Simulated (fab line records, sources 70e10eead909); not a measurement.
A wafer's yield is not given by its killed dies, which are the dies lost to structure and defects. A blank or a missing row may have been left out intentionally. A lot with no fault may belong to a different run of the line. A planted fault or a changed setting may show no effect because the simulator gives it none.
Shared-tool check    flow nand harc    Lots sampled 12, wafers sampled 36

## REASON IT WAS OPENED
On 2 of the 12 lots, a flag is raised at NHARC_P_GATE_CD_MEAS_46 on the reading cd nm. Fault-free wafers read 721.1 nm, with a standard deviation of 1.6.
Rule: a lot is flagged when every wafer of it that has a number lies more than 4 standard deviations from that mean, or none has a number. All remaining lots are regarded as sound.

lot   measured      on         cd nm (nm), wafer by wafer  flag
L136  day 6 04:50   cd sem-03  721.3 723.1 720.6           
L135  day 6 05:00   cd sem-01  721.5 720.5 721.5           
L138  day 7 05:28   cd sem-03  721.5 720.0 718.1           
L137  day 7 07:43   cd sem-03  720.4 718.9 721.5           
L139  day 7 23:19   cd sem-01  723.5 717.2 722.2           
L141  day 8 12:28   cd sem-01  722.6 721.3 722.7           
L143  day 9 02:34   cd sem-01  721.1 721.7 720.1           
L145  day 10 03:03  cd sem-02  718.3 719.0 720.3           
L147  day 11 03:28  cd sem-01  719.0 719.2 722.4           
L152  day 12 22:29  cd sem-02  721.7 722.5 720.5           
L156  day 14 14:39  cd sem-02  732.3 729.4 733.7           FLAGGED
L157  day 15 06:17  cd sem-01  731.5 729.9 728.3           FLAGGED
Average over the flagged lots: 730.9 nm; offset from the usual +9.8 nm, equal to +6 standard deviations.

## WHICH TOOL EACH LOT WENT THROUGH
The record holds 3 process steps before the reading, out of a route of 1302 steps. Read each cell as the tool, then ch plus the chambers that the sampled wafers visited, then the start.
lot   flag     NHARC_P_STI_CMP_21             NHARC_P_GATE_HM_DEP_102        NHARC_P_GATE_PEB_44
L136           cmp-01 ch 0,1,3, day 4 08:06   acl dep-01 ch 0, day 5 15:07   litho track-02 ch 0, day 6 04:45
L135           cmp-02 ch 1,2,3, day 4 08:06   acl dep-02 ch 0, day 5 15:35   litho track-02 ch 0, day 6 04:55
L138           cmp-02 ch 0,1,3, day 5 06:27   acl dep-02 ch 0, day 6 16:11   litho track-07 ch 0, day 7 05:22
L137           cmp-04 ch 0,1,2, day 4 21:41   acl dep-03 ch 0, day 6 16:17   litho track-02 ch 0, day 7 07:38
L139           cmp-02 ch 0,1,2, day 5 17:53   acl dep-02 ch 0, day 7 10:03   litho track-07 ch 0, day 7 23:13
L141           cmp-01 ch 0,1,3, day 6 16:23   acl dep-03 ch 0, day 7 23:23   litho track-07 ch 0, day 8 12:22
L143           cmp-04 ch 0,1, day 7 07:29     acl dep-03 ch 0, day 8 13:08   litho track-02 ch 0, day 9 02:28
L145           cmp-01 ch 0,2, day 8 04:28     acl dep-03 ch 0, day 9 13:44   litho track-03 ch 0, day 10 02:58
L147           cmp-04 ch 0,1,3, day 9 02:43   acl dep-02 ch 0, day 10 14:10  litho track-07 ch 0, day 11 03:22
L152           cmp-04 ch 0,1,3, day 11 01:49  acl dep-01 ch 0, day 12 09:05  litho track-02 ch 0, day 12 22:23
L156  FLAGGED  cmp-01 ch 0,1,2, day 12 19:17  acl dep-02 ch 0, day 14 01:22  litho track-07 ch 0, day 14 14:34
L157  FLAGGED  cmp-02 ch 1,2, day 13 08:17    acl dep-03 ch 0, day 14 17:09  litho track-07 ch 0, day 15 06:11
What the steps here do:
- NHARC_P_STI_CMP_21: polishes, t overpolish 20 s, target thk 380.67 nm.
- NHARC_P_GATE_HM_DEP_102: deposits aC, target thk 120 nm.
- NHARC_P_GATE_PEB_44: peb time 85 s.
- NHARC_P_GATE_CD_MEAS_46: target cd 720 nm.

## FLAGGED OVER TOTAL, TOOL BY TOOL (the gauges that took the reading come last)
step                     tool            lots run  flagged  share of the flagged lots  sound lots run after its first flagged lot
NHARC_P_STI_CMP_21       cmp-01          4         1        some                       0
NHARC_P_STI_CMP_21       cmp-02          4         1        some                       0
NHARC_P_STI_CMP_21       cmp-04          4         0        none                       -
NHARC_P_GATE_HM_DEP_102  acl dep-01      2         0        none                       -
NHARC_P_GATE_HM_DEP_102  acl dep-02      5         1        some                       0
NHARC_P_GATE_HM_DEP_102  acl dep-03      5         1        some                       0
NHARC_P_GATE_PEB_44      litho track-02  5         0        none                       -
NHARC_P_GATE_PEB_44      litho track-03  1         0        none                       -
NHARC_P_GATE_PEB_44      litho track-07  6         2        all                        0
NHARC_P_GATE_CD_MEAS_46  cd sem-01       6         1        some                       0
NHARC_P_GATE_CD_MEAS_46  cd sem-02       3         1        some                       0
NHARC_P_GATE_CD_MEAS_46  cd sem-03       3         0        none                       -

## WHAT IS ALLOWED BY THE TABLE
Rows of the table that ran each flagged lot: 1, that is litho track-07 at NHARC_P_GATE_PEB_44.
- litho track-07 at NHARC_P_GATE_PEB_44: 2 of its 6 lots flagged. Last sound lot L147 at day 11 03:22, first flagged lot L156 at day 14 14:34; a fault beginning in between fits. Its own readings lie more than 4 standard deviations out on every wafer of the flagged lots: heater power total W, plate temp C.
litho track-07 at NHARC_P_GATE_PEB_44 is the single tool remaining.

## WHAT THE SIMULATOR PUT IN
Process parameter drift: litho track-07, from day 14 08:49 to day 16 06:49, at NHARC_P_GATE_PEB_44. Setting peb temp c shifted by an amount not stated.
Struck lots among those shown: L156, L157. Same finding as the rule above.
